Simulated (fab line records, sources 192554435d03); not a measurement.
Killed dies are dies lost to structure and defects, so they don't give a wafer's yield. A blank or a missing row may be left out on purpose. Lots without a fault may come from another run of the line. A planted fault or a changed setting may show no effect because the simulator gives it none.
fab line records | flow n5_finfet
record lots=4 wafers=10 last_day=18
route steps=1938 shown BEOL_M0_SAQP@664 BEOL_M0_CUTY@701 BEOL_M4@1111 PASSIVATION@1936
lots that met no fault: from a run of the same line without faults
start_h: hours from the record's first day to the start of the lot's first wafer shown | wait_h: hours since the lot's step before | " the same as in the row above | L1.1+2: a row that stands for several wafers | - no value, or no start given | * or withheld: withheld | < > ~ a bound
route shown NAME@n: a module of which the file shows steps, and the number in the route of the first | usual: mean/standard deviation of fault-free wafers | same: alike in all rows | chamber/n: place in a boat | sites: the reading at each site | _std_site: their standard deviation | _edge_site: outer sites' mean less inner sites' | radius_mm: how far each site lies from the wafer's centre | mask NAME#n: copy n | behind: the tool/chamber that last shaped the wafer | hold: why the lot was held/for how many hours/how that ended | device: the transistor (n, p or np) that didn't switch | end of line: the same wafers' tests at the end of the route | a step without rows: its recipe alone | killed: dies lost to structure and defects at the first sort, not the wafer's yield | map: a wafer's dies, x killed, . not, _ none there
set.NAME: the setting as run; set.NAME@STEP: as run at that earlier step | model.NAME: the simulator's own value behind a step, which no gauge read
lots at some steps of the route; a table a step, a row a wafer
services: from which hour (start_h, from the record's first day; less than 0 if before it) a tool's chamber was out of use, for how many hours, and why
## steps
# step N5_BEOL_M0_SAQP_SPACER1_ETCHBACK_99
# recipe chemistry=CHF3/O2 mode=anisotropic_etchback target=SiO2 target_depth_a=154 time_s=7.7 pressure_mtorr=30 source_w=650 bias_w=170 Ar_flow_sccm=200 CHF3_flow_sccm=50 O2_flow_sccm=5 ion_energy_ev=200
# step N5_BEOL_M0_SAQP_MANDREL1_REMOVE_100
# recipe chemistry=HBr/Cl2/O2 bt_time_s=10 target=a-Si stop_on=SiNx endpoint=OES-SiCl over_etch_frac=0.85 icp_w=600 bias_w=30 HBr_flow_sccm=150 Cl2_flow_sccm=80 O2_flow_sccm=5 pressure_mtorr=10
# step N5_BEOL_M0_SAQP_ETCH_101
# recipe chemistry=CH3F/O2 target=SiNx mask_material=SiO2 target_depth_a=299 time_s=42.7 pressure_mtorr=30 source_w=395 bias_w=73 Ar_flow_sccm=150 CH3F_flow_sccm=30 O2_flow_sccm=20 ion_energy_ev=120
# step N5_BEOL_M0_SAQP_ETCH_102
# recipe chemistry=CF4 target=SiO2 target_depth_a=40 ion_energy_ev=350 time_s=4.4 pressure_mtorr=10 icp_w=800 bias_w=400 cf4_flow_sccm=80
# step N5_BEOL_M0_SAQP_MANDREL_ETCH_103
# recipe chemistry=HBr/Cl2 target=a-Si target_depth_a=450 bt_time_s=10 stop_on=SiCN mask_material=SiO2 over_etch_frac=0.8 time_s=27 pressure_mtorr=10 icp_w=800 bias_w=75 HBr_flow_sccm=150 Cl2_flow_sccm=80 ends=end_point
# step N5_BEOL_M0_SAQP_RECESS_104
# recipe chemistry=HF/NH3 target=SiO2 target_depth_a=180 afs_cycles=3 temp_c=30 sublimation_temp_c=180 sublimation_time_s=60
# step N5_BEOL_M0_SAQP_COAT_105
# recipe resist=SOC temp_c=250 time_s=60 spin_rpm=1500 resist_thk_nm=100
# step N5_BEOL_M0_SAQP_ETCH_106
# recipe chemistry=N2/H2 target=SOC target_depth_a=1500 stop_on=SiNx ion_energy_ev=100 bias_w=61 pressure_mtorr=30 source_w=850 n2_flow_sccm=200 h2_flow_sccm=200
# step N5_BEOL_M0_SAQP_ETCH_107
# recipe chemistry=CH3F/O2 target=SiNx target_depth_a=300 mask_material=SOC pressure_mtorr=30 source_w=395 bias_w=73 Ar_flow_sccm=150 CH3F_flow_sccm=30 O2_flow_sccm=20 ion_energy_ev=120
# step N5_BEOL_M0_SAQP_STRIP_108
# recipe chemistry=N2/H2 power_w=500 temp_c=40 pressure_mtorr=50 rf_frequency_hz=6e+07 overash_fraction=0.3 bias_power_w=28 h2_frac=0.5 n2_flow_sccm=300 h2_flow_sccm=300
# step N5_BEOL_M0_SAQP_RECESS_109
# recipe chemistry=HF/NH3 target=SiO2 target_depth_a=30 afs_cycles=1 temp_c=30 sublimation_temp_c=180 sublimation_time_s=60
# step N5_BEOL_M0_SAQP_SPACER2_ALD_26
# recipe material=SiO2 target_thk_a=150 temp_c=300 ald_precursor_family=BDEAS ald_co_reactant=O2-plasma pulse_time_s=1 purge_time_s=2 co_reactant_purge_time_s=2 pressure_torr=2
# usual heater_power_w=461/48 precursor_pulse_height_rel=1.001/0.021
# columns lot.wafer tool chamber start_h wait_h heater_power_w precursor_pulse_height_rel model.SiO2_of_BEOL_M0_SAQP_SPACER2_ALD_26.thk_nm
L564.2 ald_sin-03 3 175.49 0.1 469 0.967 14.8
L564.3 " 1 " " 504 0.986 15
L564.4 " 2 " " 393 1.006 15
L567.4 ald_sin-03 3 210.79 0.1 464 0.973 15
L567.6 " 0 " " 461 1.052 10.2
L569.4 ald_sin-03 3 215.22 0.1 465 1.003 14.8
L569.6 " 1 " " 505 0.986 10
L576.4 ald_sin-01 0 256.62 0.1 543 0.979 15
L576.5 " 2 " " 569 0.958 15
L576.6 " 1 " " 471 0.989 15
# step N5_BEOL_M0_SAQP_SPACER2_ETCHBACK_27
# recipe chemistry=CHF3/O2 mode=anisotropic_etchback target=SiO2 target_depth_a=225 time_s=11.25 pressure_mtorr=30 source_w=650 bias_w=170 Ar_flow_sccm=200 CHF3_flow_sccm=50 O2_flow_sccm=5 ion_energy_ev=200
# step N5_BEOL_M0_SAQP_MANDREL2_REMOVE_110
# recipe chemistry=HBr/Cl2/O2 bt_time_s=10 target=a-Si stop_on=SiCN endpoint=OES-SiCl over_etch_frac=1 icp_w=600 bias_w=30 HBr_flow_sccm=150 Cl2_flow_sccm=80 O2_flow_sccm=5 pressure_mtorr=10
# usual drypump_motor_current_A=5.6/0.44 oes_product_au=0.999/0.013 throttle_valve_pct=36.5/0.39
# columns lot.wafer tool chamber start_h wait_h drypump_motor_current_A oes_product_au rf_hours_counter_h throttle_valve_pct model.BEOL_M0_SAQP.cd_nm model.SiO2_of_BEOL_M0_SAQP_SPACER2_ALD_26.thk_nm
L564.2 rie_si-02 0 176.13 0.1 5.6 0.988 84 36.5 14.8 10.4
L564.3 " 2 " " 5.0 0.979 164 36.2 15 10.6
L564.4 " 1 " " 5.4 1.005 131 37.3 15 10.6
L567.4 rie_si-03 1 211.43 0.1 6.6 1.006 118 36.9 15 10.6
L567.6 " 0 " " 5.6 0.982 - 36.9 10 5.8
L569.4 rie_si-02 3 215.98 0.1 5.5 0.999 - 36.8 15 10.4
L569.6 " 1 " " 5.4 1.004 - 37.3 10 5.6
L576.4 rie_si-05 3 257.28 0.1 5.2 0.998 96 36.6 15 10.6
L576.5 " 3 " " 5.2 1.006 - 36.6 15.2 10.6
L576.6 " 0 " " 5.1 1.009 - 36.4 15 10.6
# step N5_BEOL_M0_SAQP_CD_MEAS_29
# recipe target_cd_nm=14.4 landing_energy_ev=1000 detector=se_inlens
# usual cd_nm=15.03/0.19
# columns lot.wafer tool chamber start_h wait_h cd_nm
L564.2 cd_sem-01 0 176.24 0.1 15.02
L564.3 " 0 " " 14.86
L564.4 " 0 " " 15.02
L567.4 cd_sem-03 0 211.54 0.1 14.93
L567.6 " 0 " " 10.20
L569.4 cd_sem-03 0 216.05 0.0 14.84
L569.6 " 0 " " 9.71
L576.4 cd_sem-02 0 257.40 0.1 14.96
L576.5 " 0 " " 15.06
L576.6 " 0 " " 15.20
# step N5_BEOL_M0_SAQP_COAT_69
# recipe resist=SOC temp_c=250 time_s=60 spin_rpm=1500 resist_thk_nm=90
# step N5_BEOL_M0_SAQP_COAT_72
# recipe resist=SiARC temp_c=220 time_s=60 spin_rpm=1500 resist_thk_nm=15
# step N5_BEOL_M0_SAQP_COAT_87
# recipe resist=underlayer temp_c=205 time_s=60 spin_rpm=1500 resist_thk_nm=5
# step N5_BEOL_M0_SAQP_COAT_34
# recipe resist=CAR-EUV spin_rpm=1500 resist_thk_nm=30
# step N5_BEOL_M0_SAQP_EBR_36
# recipe solvent=PGMEA ebr_width_mm=1.5
# step N5_BEOL_M0_SAQP_SOFTBAKE_35
# recipe temp_c=110 time_s=60 resist=CAR-EUV
# step N5_BEOL_M0_SAQP_EXPOSE_37
# recipe mask_id=M0_CUT1 na=0.33 source_shape=annular sigma_inner=0.35 sigma_outer=0.8 polarization=unpolarized target_cd_nm=30 dose_mj=44.75
# step N5_BEOL_M0_SAQP_PEB_38
# recipe peb_temp_c=100 peb_time_s=60 resist=CAR-EUV
# step N5_BEOL_M0_SAQP_DEVELOP_39
# recipe develop_time_s=30 developer=TMAH resist=CAR-EUV rinse_liquid=surfactant_rinse dry=air_spin dev_temp_c=23
# step N5_BEOL_M0_SAQP_DESCUM_45
# recipe chemistry=O2 time_s=7 source_power_w=50 bias_power_w=20 pressure_mtorr=20 rf_frequency_hz=2.712e+07 temp_c=40 resist=CAR-EUV o2_flow_sccm=225
# step N5_BEOL_M0_SAQP_ETCH_88
# recipe chemistry=N2/H2 target=underlayer target_depth_a=65 time_s=5.2 ion_energy_ev=200 mask_material=CAR-EUV pressure_mtorr=30 source_w=840 bias_w=150 n2_flow_sccm=200 h2_flow_sccm=200 ends=cleared
# step N5_BEOL_M0_SAQP_ETCH_73
# recipe chemistry=CF4 target=SiARC target_depth_a=195 mask_material=CAR-EUV time_s=32.5 ion_energy_ev=80 pressure_mtorr=40 source_w=545 bias_w=36 Ar_flow_sccm=100 cf4_flow_sccm=100 ends=cleared
# step N5_BEOL_M0_SAQP_CUT_ETCH_46
# recipe chemistry=N2/H2 target=SOC target_depth_a=1350 overetch_a=270 temp_c=40 time_s=202.5 ion_energy_ev=200 mask_material=SiARC pressure_mtorr=30 source_w=840 bias_w=150 n2_flow_sccm=200 h2_flow_sccm=200
# step N5_BEOL_M0_SAQP_STRIP_74
# recipe chemistry=N2/H2 temp_c=40 n2_flow_sccm=200 h2_flow_sccm=200 rf_frequency_hz=6e+07
# step N5_BEOL_M0_SAQP_STRIP_89
# recipe chemistry=N2/H2 temp_c=40 n2_flow_sccm=200 h2_flow_sccm=200 rf_frequency_hz=6e+07
# step N5_BEOL_M0_SAQP_ALD_48
# recipe material=SiO2 target_thk_a=200 temp_c=100 ald_precursor_family=BDEAS ald_co_reactant=O2-plasma pulse_time_s=1 co_reactant_pulse_time_s=1 purge_time_s=2 co_reactant_purge_time_s=2 ald_cycles=139 pressure_torr=2
# step N5_BEOL_M0_SAQP_ETCH_49
# recipe chemistry=CF4/O2 target_depth_a=370 target=SiO2 pressure_mtorr=40 source_w=535 bias_w=49 Ar_flow_sccm=100 cf4_flow_sccm=100 O2_flow_sccm=10 ion_energy_ev=100
# step N5_BEOL_M0_SAQP_STRIP_75
# recipe chemistry=CF4 resist=SiARC power_w=300 bias_power_w=75 pressure_mtorr=50 cf4_flow_sccm=150 rf_frequency_hz=6e+07
# step N5_BEOL_M0_CUTY_COAT_50
# recipe resist=SiARC temp_c=220 time_s=60 spin_rpm=1500 resist_thk_nm=15
# step N5_BEOL_M0_CUTY_COAT_51
# recipe resist=CAR-ArF-block spin_rpm=1500 resist_thk_nm=150
# step N5_BEOL_M0_CUTY_EBR_52
# recipe solvent=PGMEA ebr_width_mm=1.5
# step N5_BEOL_M0_CUTY_SOFTBAKE_53
# recipe temp_c=110 time_s=60 resist=CAR-ArF-block
# step N5_BEOL_M0_CUTY_EXPOSE_54
# recipe mask_id=M0_ABLK na=1.35 source_shape=conventional sigma_outer=0.8 polarization=unpolarized dose_mj=36
# step N5_BEOL_M4_RC_MEAS_101
# usual DIBL_N=35.7/1.5 DIBL_P=35.7/2 IOFF_N=0.155/0.026 IOFF_P=0.20/0.031 ION_N=675/11 ION_P=462/7.1 SS_N=71.3/0.57 SS_P=73.1/0.56 VT_N=250/3 VT_P=-251/3
# columns lot.wafer tool chamber start_h wait_h DIBL_N[mV/V] DIBL_P[mV/V] IOFF_N[nA/um] IOFF_P[nA/um] ION_N[uA/um] ION_P[uA/um] SS_N[mV/dec] SS_P[mV/dec] VT_N[mV] VT_P[mV]
L564.2 prober-02 0 233.88 0.2 35.6 34.6 0.150 0.19 675 460 71.9 73.2 249 -251
L564.3 " 0 " " 35.5 34.0 0.138 0.18 673 461 70.7 73.1 252 -253
L564.4 " 0 " " 35.2 33.9 0.131 0.18 662 459 71.0 72.7 253 -251
L567.4 prober-02 0 268.10 0.5 35.6 35.3 0.153 0.18 667 459 70.9 73.2 250 -250
L569.4 prober-01 0 278.20 0.5 37.9 36.8 0.171 0.22 675 469 72.6 73.8 246 -250
L576.4 prober-02 0 320.53 0.5 37.1 38.4 0.175 0.22 669 457 71.6 73.4 249 -252
L576.5 " 0 " " 35.9 37.9 0.164 0.20 681 462 71.2 73.8 250 -252
L576.6 " 0 " " 38.2 40.2 0.214 0.26 680 464 72.1 74.0 244 -248
# step N5_PASSIVATION_PROBE_49
# usual defect_limited_yield=91.4/1.5 killed_at_M0_to_M3=34/10 killed_at_M4_up=15/6 killed_at_contacts=12/6 killed_at_front_end=37/11 killed_at_other=3.3/2.8 killed_dies=101/18 killed_on_rim=14/4.4 killed_open=66/14 killed_short=33/7.8 sort_bin_5_function=5.0/0.97 sort_bin_6_memory=3.2/0.72 sort_n_pass=1079/18 sort_yield_pct=91.4/1.5
# same gross_dies=1180 killed_at_back_side=0 sort_bin_4_leakage[%]=0 sort_bin_8_speed[%]=0
# columns lot.wafer tool chamber start_h wait_h defect_limited_yield[%] killed_at_M0_to_M3 killed_at_M4_up killed_at_contacts killed_at_front_end killed_at_other killed_dies killed_on_rim killed_open killed_short sort_bin_5_function[%] sort_bin_6_memory[%] sort_n_pass sort_yield_pct[%]
L569.4 prober-01 - 385.81 0.2 94.1 23 12 4 31 0 70 9 48 22 3.6 2.0 1110 94.1
L569.6 prober-01 - 385.91 0.3 0 1124 12 9 35 0 1180 152 47 24 3.5 2.4 0 0
L567.6 prober-02 - 386.70 0.3 0 1130 19 5 24 2 1180 152 57 24 4.1 2.5 0 0
# killed by level:class
L569.4 STI_FIN_REVEAL:geometric_particle:open=8 BEOL_M0_SAQP:geometric_particle:open=6 FIN_SAQP:geometric_particle:short=5 BEOL_M1:geometric_particle:open=5 MOL_CONTACT_COAG:geometric_particle:open=4 BEOL_M0_SAQP:geometric_particle:short=4 BEOL_M2:geometric_particle:open=4 BEOL_M4:geometric_particle:open=4
L569.6 BEOL_M0_SAQP:area_ald=1109 GATE_CUT:geometric_particle:open=9 MOL_CONTACT_COAG:geometric_particle:open=7 BEOL_M0_SAQP:geometric_particle:short=4 DUMMY_GATE:geometric_particle:open=4 BEOL_M0_SAQP:geometric_particle:open=4 BEOL_M4:geometric_particle:open=4 FIN_SAQP:geometric_particle:short=3
L567.6 BEOL_M0_SAQP:area_ald=1097 BEOL_M2:geometric_particle:open=18 BEOL_M5:geometric_particle:open=7 BEOL_M0_SAQP:geometric_particle:short=5 BEOL_M0_SAQP:geometric_particle:open=4 BEOL_M4:geometric_particle:open=4 STARTING-WAFER:geometric_particle:open=4 GATE_CUT:geometric_particle:short=3
# map L567.6 (x killed, . not)
_________________xxxxxxxxxxxx________________
______________xxxxxxxxxxxxxxxxxx_____________
___________xxxxxxxxxxxxxxxxxxxxxxxx__________
__________xxxxxxxxxxxxxxxxxxxxxxxxxx_________
________xxxxxxxxxxxxxxxxxxxxxxxxxxxxxx_______
_______xxxxxxxxxxxxxxxxxxxxxxxxxxxxxxxx______
______xxxxxxxxxxxxxxxxxxxxxxxxxxxxxxxxxx_____
_____xxxxxxxxxxxxxxxxxxxxxxxxxxxxxxxxxxxx____
____xxxxxxxxxxxxxxxxxxxxxxxxxxxxxxxxxxxxxx___
___xxxxxxxxxxxxxxxxxxxxxxxxxxxxxxxxxxxxxxxx__
___xxxxxxxxxxxxxxxxxxxxxxxxxxxxxxxxxxxxxxxx__
__xxxxxxxxxxxxxxxxxxxxxxxxxxxxxxxxxxxxxxxxxx_
__xxxxxxxxxxxxxxxxxxxxxxxxxxxxxxxxxxxxxxxxxx_
_xxxxxxxxxxxxxxxxxxxxxxxxxxxxxxxxxxxxxxxxxxxx
_xxxxxxxxxxxxxxxxxxxxxxxxxxxxxxxxxxxxxxxxxxxx
_xxxxxxxxxxxxxxxxxxxxxxxxxxxxxxxxxxxxxxxxxxxx
_xxxxxxxxxxxxxxxxxxxxxxxxxxxxxxxxxxxxxxxxxxxx
_xxxxxxxxxxxxxxxxxxxxxxxxxxxxxxxxxxxxxxxxxxxx
_xxxxxxxxxxxxxxxxxxxxxxxxxxxxxxxxxxxxxxxxxxxx
_xxxxxxxxxxxxxxxxxxxxxxxxxxxxxxxxxxxxxxxxxxxx
_xxxxxxxxxxxxxxxxxxxxxxxxxxxxxxxxxxxxxxxxxxxx
__xxxxxxxxxxxxxxxxxxxxxxxxxxxxxxxxxxxxxxxxxx_
__xxxxxxxxxxxxxxxxxxxxxxxxxxxxxxxxxxxxxxxxxx_
___xxxxxxxxxxxxxxxxxxxxxxxxxxxxxxxxxxxxxxxx__
___xxxxxxxxxxxxxxxxxxxxxxxxxxxxxxxxxxxxxxxx__
____xxxxxxxxxxxxxxxxxxxxxxxxxxxxxxxxxxxxxx___
_____xxxxxxxxxxxxxxxxxxxxxxxxxxxxxxxxxxxx____
______xxxxxxxxxxxxxxxxxxxxxxxxxxxxxxxxxx_____
_______xxxxxxxxxxxxxxxxxxxxxxxxxxxxxxxx______
________xxxxxxxxxxxxxxxxxxxxxxxxxxxxxx_______
__________xxxxxxxxxxxxxxxxxxxxxxxxxx_________
___________xxxxxxxxxxxxxxxxxxxxxxxx__________
______________xxxxxxxxxxxxxxxxxx_____________
_________________xxxxxxxxxxxx________________
# map L569.6 (x killed, . not)
_________________xxxxxxxxxxxx________________
______________xxxxxxxxxxxxxxxxxx_____________
___________xxxxxxxxxxxxxxxxxxxxxxxx__________
__________xxxxxxxxxxxxxxxxxxxxxxxxxx_________
________xxxxxxxxxxxxxxxxxxxxxxxxxxxxxx_______
_______xxxxxxxxxxxxxxxxxxxxxxxxxxxxxxxx______
______xxxxxxxxxxxxxxxxxxxxxxxxxxxxxxxxxx_____
_____xxxxxxxxxxxxxxxxxxxxxxxxxxxxxxxxxxxx____
____xxxxxxxxxxxxxxxxxxxxxxxxxxxxxxxxxxxxxx___
___xxxxxxxxxxxxxxxxxxxxxxxxxxxxxxxxxxxxxxxx__
___xxxxxxxxxxxxxxxxxxxxxxxxxxxxxxxxxxxxxxxx__
__xxxxxxxxxxxxxxxxxxxxxxxxxxxxxxxxxxxxxxxxxx_
__xxxxxxxxxxxxxxxxxxxxxxxxxxxxxxxxxxxxxxxxxx_
_xxxxxxxxxxxxxxxxxxxxxxxxxxxxxxxxxxxxxxxxxxxx
_xxxxxxxxxxxxxxxxxxxxxxxxxxxxxxxxxxxxxxxxxxxx
_xxxxxxxxxxxxxxxxxxxxxxxxxxxxxxxxxxxxxxxxxxxx
_xxxxxxxxxxxxxxxxxxxxxxxxxxxxxxxxxxxxxxxxxxxx
_xxxxxxxxxxxxxxxxxxxxxxxxxxxxxxxxxxxxxxxxxxxx
_xxxxxxxxxxxxxxxxxxxxxxxxxxxxxxxxxxxxxxxxxxxx
_xxxxxxxxxxxxxxxxxxxxxxxxxxxxxxxxxxxxxxxxxxxx
_xxxxxxxxxxxxxxxxxxxxxxxxxxxxxxxxxxxxxxxxxxxx
__xxxxxxxxxxxxxxxxxxxxxxxxxxxxxxxxxxxxxxxxxx_
__xxxxxxxxxxxxxxxxxxxxxxxxxxxxxxxxxxxxxxxxxx_
___xxxxxxxxxxxxxxxxxxxxxxxxxxxxxxxxxxxxxxxx__
___xxxxxxxxxxxxxxxxxxxxxxxxxxxxxxxxxxxxxxxx__
____xxxxxxxxxxxxxxxxxxxxxxxxxxxxxxxxxxxxxx___
_____xxxxxxxxxxxxxxxxxxxxxxxxxxxxxxxxxxxx____
______xxxxxxxxxxxxxxxxxxxxxxxxxxxxxxxxxx_____
_______xxxxxxxxxxxxxxxxxxxxxxxxxxxxxxxx______
________xxxxxxxxxxxxxxxxxxxxxxxxxxxxxx_______
__________xxxxxxxxxxxxxxxxxxxxxxxxxx_________
___________xxxxxxxxxxxxxxxxxxxxxxxx__________
______________xxxxxxxxxxxxxxxxxx_____________
_________________xxxxxxxxxxxx________________
## services
# columns tool chamber start_h hours kind
rie_si-03 2 153.27 10.2 repair
ald_sin-01 1 169.99 14.6 repair
ald_sin-03 - 176.75 14.0 pm
ald_sin-03 0 176.75 14.0 vent_cycle
ald_sin-03 1 176.75 14.0 vent_cycle
ald_sin-03 2 176.75 14.0 vent_cycle
ald_sin-03 3 176.75 14.0 vent_cycle
ald_sin-03 0 190.75 - clean
ald_sin-03 1 190.75 - clean
ald_sin-03 2 190.75 - clean
ald_sin-03 3 190.75 - clean
ald_sin-01 - 201.19 0.7 repair
ald_sin-01 0 209.91 11.0 repair
rie_si-02 2 212.16 4.6 repair
ald_sin-01 0 224.66 3.4 repair
ald_sin-01 0 232.57 9.7 repair
## key
first_sign step=N5_BEOL_M0_SAQP_CD_MEAS_29 reading=cd_nm direction=down sigmas=27 usual=15.03 struck=9.96
effect step=N5_PASSIVATION_PROBE_49 reading=killed_at_M0_to_M3 direction=up sigmas=99+ usual=34 struck=1127
model_effect step=N5_BEOL_M0_SAQP_SPACER2_ALD_26 value=SiO2_of_BEOL_M0_SAQP_SPACER2_ALD_26.thk_nm without=15 struck=10.1
model_effect step=N5_BEOL_M0_SAQP_MANDREL2_REMOVE_110 value=BEOL_M0_SAQP.cd_nm without=15 struck=10
more_kills_born_at N5_BEOL_M0_SAQP_SPACER2_ALD_26@ald_sin-03=2206
met_at N5_BEOL_M0_SAQP_SPACER2_ALD_26
struck_wafers L567.6,L569.6
later_rows_left_out L567.6,L569.6
onset_between 175.49 210.79
fault kind=process_parameter_drift tool=ald_sin-03 chamber=- onset_h=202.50 steps=N5_BEOL_M0_SAQP_SPACER2_ALD_26 channel=target_thk_a offset=* shape=step end_h=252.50 scope=struck_wafers_only acts_in=* stated=*
# later_rows_left_out: the simulator's readings of these wafers behind a module that went badly wrong aren't trusted and aren't shown, but for the sort
